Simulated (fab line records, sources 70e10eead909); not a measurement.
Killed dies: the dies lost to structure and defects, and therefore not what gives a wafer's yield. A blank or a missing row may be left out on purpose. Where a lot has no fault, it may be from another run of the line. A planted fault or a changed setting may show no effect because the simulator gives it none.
Chamber matching + flow nand-harc + 4 sister chambers for NHARC_P_M0_ETCH_34 on rie-diel-03
The step etches the open film in N2/H2, target depth 40 nm, overetch 12 nm, time 43.94 s. 18 wafers are shown with their chamber, then 9 later ones without.

EACH WAFER AND ITS CHAMBER
| wafer  | chamber | showerhead-plenum-p-Torr (Torr) | drypump-motor-current-A (A) | rf-vpp-V (V) |
|--------|---------|---------------------------------|-----------------------------|--------------|
| L079.1 | 3       | 1.99                            | 5.8                         | 429.4        |
| L079.2 | 2       | 2.11                            | 6.0                         | 433.6        |
| L079.6 | 0       | 1.98                            | 6.2                         | 429.1        |
| L082.1 | 3       | 1.99                            | 5.8                         | 427.5        |
| L082.3 | 1       | 2.10                            | 5.6                         | 432.0        |
| L082.4 | 0       | 1.98                            | 6.1                         | 427.4        |
| L083.2 | 2       | 2.10                            | 6.0                         | 432.6        |
| L083.4 | 0       | 1.98                            | 6.1                         | 428.7        |
| L083.5 | 2       | 2.10                            | 6.0                         | 433.1        |
| L088.3 | 2       | 2.10                            | 6.0                         | 431.3        |
| L088.4 | 3       | 1.98                            | 5.9                         | 428.1        |
| L088.6 | 2       | 2.10                            | 6.1                         | 430.3        |
| L092.1 | 1       | 2.09                            | 5.7                         | 430.8        |
| L092.2 | 2       | 2.09                            | 6.0                         | 432.8        |
| L092.6 | 2       | 2.09                            | 6.1                         | 432.2        |
| L093.1 | 0       | 1.97                            | 6.1                         | 427.1        |
| L093.5 | 3       | 1.98                            | 5.9                         | 428.3        |
| L093.6 | 0       | 1.96                            | 6.2                         | 428.6        |

SIGNATURES, as means of the wafers listed above
| reading                  | chamber 0 | chamber 1 | chamber 2 | chamber 3 | scatter within a chamber |
|--------------------------|-----------|-----------|-----------|-----------|--------------------------|
| showerhead-plenum-p-Torr | 1.9740    | 2.0950    | 2.0986    | 1.9850    | 0.00735                  |
| drypump-motor-current-A  | 6.140     | 5.650     | 6.029     | 5.850     | 0.0543                   |
| rf-vpp-V                 | 428.180   | 431.400   | 432.271   | 428.325   | 0.977                    |
Rule: for a wafer and a chamber, the distance is found by dividing, reading by reading, the gap between the wafer's reading and the chamber's mean by the reading's scatter, squaring, summing and taking the root. If the next closest chamber is less than 2 further off than the closest, the wafer can't be placed; otherwise it belongs to the closest. How the scatter is found: for the shown wafers, subtract from each reading the mean of its chamber, square and add these, divide the total by (wafers less chambers), then take the root.

WAFERS MISSING THEIR CHAMBER
| wafer  | showerhead-plenum-p-Torr (Torr) | drypump-motor-current-A (A) | rf-vpp-V (V) |
|--------|---------------------------------|-----------------------------|--------------|
| L094.1 | 2.09                            | 6.0                         | 431.3        |
| L094.4 | 1.96                            | 6.1                         | 427.1        |
| L094.6 | 1.98                            | 5.8                         | 428.7        |
| L095.1 | 1.97                            | 5.9                         | 428.4        |
| L095.3 | 2.09                            | 5.7                         | 432.0        |
| L095.5 | 2.09                            | 5.6                         | 431.7        |
| L096.1 | 2.09                            | 6.0                         | 431.5        |
| L096.2 | 1.97                            | 5.8                         | 427.8        |
| L096.4 | 1.96                            | 6.1                         | 429.6        |

EACH ONE'S CHAMBER
| wafer  | from the rows above | in truth |
|--------|---------------------|----------|
| L094.1 | 2                   | 2        |
| L094.4 | 0                   | 0        |
| L094.6 | 3                   | 3        |
| L095.1 | 3                   | 3        |
| L095.3 | 1                   | 1        |
| L095.5 | 1                   | 1        |
| L096.1 | 2                   | 2        |
| L096.2 | 3                   | 3        |
| L096.4 | 0                   | 0        |
Correctly placed: 9 of 9. Not placeable from these rows: 0. Number placed wrongly: 0.
